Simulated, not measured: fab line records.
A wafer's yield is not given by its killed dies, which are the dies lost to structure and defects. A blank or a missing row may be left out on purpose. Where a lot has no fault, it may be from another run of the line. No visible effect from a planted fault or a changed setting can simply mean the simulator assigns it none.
Split-lot trial :: flow n5 finfet :: 7 lots, 21 wafers read, on a route of 1938 steps

== ABOUT THE SPLIT ==
At N5_MOL_CONTACT_COAG_VIA_ETCH_117 (etches SiO2 in C4F6/O2, target depth 40 nm, overetch 8 nm, time 26 s), the setting bias w was moved away from the recipe's 455 W on 8 of the 21 wafers read, by -14.5% to +9.1%. For the rest of the wafers, this setting stayed at what the recipe calls for.

The reading comes from the split's own step.

== THE READING ==
rf vpp V, in V, at N5_MOL_CONTACT_COAG_VIA_ETCH_117 (etches SiO2 in C4F6/O2, target depth 40 nm, overetch 8 nm, time 26 s). A value of 1608 V with a standard deviation of 36 V is what fault-free wafers of this fab line usually give.

wafer: L077.2
tool, chamber at the split: rie diel-04, 2
bias w as run, W: 494
against the recipe: +8.6%
rf vpp V, V: 1739
against lot-mates on the recipe: +114

wafer: L077.3
tool, chamber at the split: rie diel-04, 0
bias w as run, W: 494
against the recipe: +8.6%
rf vpp V, V: 1760
against lot-mates on the recipe: +135

wafer: L077.4
tool, chamber at the split: rie diel-04, 3
bias w as run, W: 455
against the recipe: recipe
rf vpp V, V: 1625
against lot-mates on the recipe: -

wafer: L082.1
tool, chamber at the split: rie diel-04, 2
bias w as run, W: 455
against the recipe: recipe
rf vpp V, V: 1633
against lot-mates on the recipe: -

wafer: L082.2
tool, chamber at the split: rie diel-04, 3
bias w as run, W: 455
against the recipe: recipe
rf vpp V, V: 1627
against lot-mates on the recipe: -

wafer: L082.3
tool, chamber at the split: rie diel-04, 1
bias w as run, W: 455
against the recipe: recipe
rf vpp V, V: 1556
against lot-mates on the recipe: -

wafer: L083.1
tool, chamber at the split: rie diel-05, 0
bias w as run, W: 389
against the recipe: -14.5%
rf vpp V, V: 1420
against lot-mates on the recipe: -154

wafer: L083.2
tool, chamber at the split: rie diel-05, 2
bias w as run, W: 455
against the recipe: recipe
rf vpp V, V: 1574
against lot-mates on the recipe: -

wafer: L083.6
tool, chamber at the split: rie diel-05, 2
bias w as run, W: 389
against the recipe: -14.5%
rf vpp V, V: 1399
against lot-mates on the recipe: -175

wafer: L084.4
tool, chamber at the split: rie diel-05, 0
bias w as run, W: 455
against the recipe: recipe
rf vpp V, V: 1598
against lot-mates on the recipe: -

wafer: L084.5
tool, chamber at the split: rie diel-05, 3
bias w as run, W: 406.8
against the recipe: -10.6%
rf vpp V, V: 1505
against lot-mates on the recipe: -93

wafer: L084.6
tool, chamber at the split: rie diel-05, 2
bias w as run, W: 406.8
against the recipe: -10.6%
rf vpp V, V: 1448
against lot-mates on the recipe: -150

wafer: L085.1
tool, chamber at the split: rie diel-05, 0
bias w as run, W: 455
against the recipe: recipe
rf vpp V, V: 1597
against lot-mates on the recipe: -

wafer: L085.3
tool, chamber at the split: rie diel-05, 1
bias w as run, W: 455
against the recipe: recipe
rf vpp V, V: 1589
against lot-mates on the recipe: -

wafer: L085.5
tool, chamber at the split: rie diel-05, 3
bias w as run, W: 455
against the recipe: recipe
rf vpp V, V: 1635
against lot-mates on the recipe: -

wafer: L087.1
tool, chamber at the split: rie diel-06, 0
bias w as run, W: 455
against the recipe: recipe
rf vpp V, V: 1555
against lot-mates on the recipe: -

wafer: L087.4
tool, chamber at the split: rie diel-06, 3
bias w as run, W: 496.6
against the recipe: +9.1%
rf vpp V, V: 1764
against lot-mates on the recipe: +209

wafer: L087.5
tool, chamber at the split: rie diel-06, 2
bias w as run, W: 496.6
against the recipe: +9.1%
rf vpp V, V: 1746
against lot-mates on the recipe: +191

wafer: L096.3
tool, chamber at the split: rie diel-05, 2
bias w as run, W: 455
against the recipe: recipe
rf vpp V, V: 1575
against lot-mates on the recipe: -

wafer: L096.4
tool, chamber at the split: rie diel-05, 1
bias w as run, W: 455
against the recipe: recipe
rf vpp V, V: 1614
against lot-mates on the recipe: -

wafer: L096.5
tool, chamber at the split: rie diel-05, 2
bias w as run, W: 455
against the recipe: recipe
rf vpp V, V: 1574
against lot-mates on the recipe: -

FIT RESULTS
A straight line over all 21 wafers: rf vpp V changes by +14.2 V for each +1% of bias w; r = +0.96; the points scatter about the line by 29 V.
The same after taking each lot's own level away (the mean of its wafers on the recipe; 21 wafers): +13.9 V for each +1%; r = +0.95; scatter 32 V.
The reading moves by 2e+02 V for the largest change in bias w, on that fit.
The span of the lots' own levels, 1555.0 to 1625.0 V, comes to 1.9 times the standard deviation stated above.
Hence the lot-to-lot level has little effect on the slope; both slopes agree.
Check: for one of the wafers moved furthest among these (-14.5%), held out of the fit, the line's prediction against its lot-mates is -199 V. It came out at -154 V against them.
Tool readings at the split's step, against how far the setting was moved: rf vpp V r = +0.96.

== FURTHER SPLITS ON THESE WAFERS ==
Before the reading, these wafers also passed through other splits. Each is held against what the fit with the lots' levels taken away leaves over:
other split on the same wafers: N5_SDB_ALD_29 ald cycles
wafers away from the commonest value: 7
r with rf vpp V (lot level and that fit taken away): -0.35

other split on the same wafers: N5_HKMG_FIN_ETCH_55 bias w
wafers away from the commonest value: 4
r with rf vpp V (lot level and that fit taken away): +0.09

other split on the same wafers: N5_HKMG_FIN_ETCH_58 source w
wafers away from the commonest value: 5
r with rf vpp V (lot level and that fit taken away): -0.05

other split on the same wafers: N5_GATE_CUT_ETCH_56 bias w
wafers away from the commonest value: 5
r with rf vpp V (lot level and that fit taken away): -0.25

other split on the same wafers: N5_MOL_CONTACT_COAG_ETCH_105 bias w
wafers away from the commonest value: 7
r with rf vpp V (lot level and that fit taken away): -0.06

other split on the same wafers: N5_MOL_CONTACT_COAG_ETCH_110 bias w
wafers away from the commonest value: 7
r with rf vpp V (lot level and that fit taken away): +0.24

other split on the same wafers: N5_MOL_CONTACT_COAG_ETCHBACK_136 target depth a
wafers away from the commonest value: 8
r with rf vpp V (lot level and that fit taken away): +0.14

== FILE'S OWN FIT ==
rf vpp V changes by +13.7 V for each +1% of bias w, r = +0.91.
